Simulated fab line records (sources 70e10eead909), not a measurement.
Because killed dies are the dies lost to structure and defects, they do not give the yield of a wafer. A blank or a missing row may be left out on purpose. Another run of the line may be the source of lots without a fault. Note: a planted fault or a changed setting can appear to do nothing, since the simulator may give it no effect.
One fault seen from 2 desks | flow nandHarc | each desk has only its own numbers; what lay behind them comes last

== AT THE METROLOGY DESK ==
What the gauges read, lot by lot, whatever tool the lot ran on: means of the sampled wafers that have a number. If a lot's mean is further than 4 standard deviations from the usual mean, the lot is out of limits and carries the mark OUT (the distance appears in the brackets).
Columns: A = cdNm at NHARC_P_GATE_CD_MEAS_91, usual 1999.1 nm
lot  | first seen here | A
L654 | day 6 17:20     | 2002.2
L656 | day 7 02:59     | 1998.9
L658 | day 7 23:48     | 1997.3
L659 | day 8 04:03     | 2000.1
L660 | day 8 14:35     | 1998.0
L661 | day 8 21:01     | 1999.2
L662 | day 9 14:40     | 2000.1
L666 | day 10 23:08    | 1987.0 (-6.7) OUT
L670 | day 12 19:20    | 1987.2 (-6.6) OUT
L671 | day 13 07:23    | 1999.2
L674 | day 14 08:55    | 2001.0
L676 | day 15 04:40    | 2000.3
This desk's finding: out of limits on L666, L670; first on L666, day 10 23:08 (cdNm at NHARC_P_GATE_CD_MEAS_91). Within limits: L654, L656, L658, L659, L660, L661, L662, L671, L674, L676.

== THE TOOL OWNER'S DESK: krfScanner-02 ==
The tool's own readings at NHARC_P_GATE_EXPOSE_88 (exposes mask P HVN, target cd 2000 nm): means of the sampled wafers that have a number, for each lot that ran on this tool. If a lot's mean is further than 4 standard deviations from the usual mean, the lot is out of limits and carries the mark OUT (the distance appears in the brackets).
Columns: A = exposureDoseMJCm2 at NHARC_P_GATE_EXPOSE_88, usual 11.871
lot  | first seen here | A
L654 | day 6 17:11     | 11.876
L659 | day 8 03:54     | 11.875
L660 | day 8 14:26     | 11.861
L661 | day 8 20:52     | 11.874
L666 | day 10 22:59    | 11.184 (-57) OUT
L670 | day 12 19:11    | 11.181 (-57) OUT
This desk's finding: out of limits on L666, L670; first on L666, day 10 22:59 (exposureDoseMJCm2 at NHARC_P_GATE_EXPOSE_88). Within limits: L654, L659, L660, L661.

== PUT TOGETHER ==
The tool owner's desk could have raised an alarm at day 10 22:59, on L666, L670.
L666, L670 would have let the metrology desk raise an alarm at day 10 23:08.
NHARC_P_GATE_EXPOSE_88 was run on krfScanner-02 by each of the lots named.

== WHAT THE SIMULATOR HAD PUT IN ==
Drift in process parameters on krfScanner-02 at NHARC_P_GATE_EXPOSE_88, starting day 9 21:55. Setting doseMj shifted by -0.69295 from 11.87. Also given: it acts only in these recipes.
Struck lots among those shown: L666, L670.
Hours from the fault's start to each desk's first reading out of limits: the tool owner's desk, 25; the metrology desk, 25.
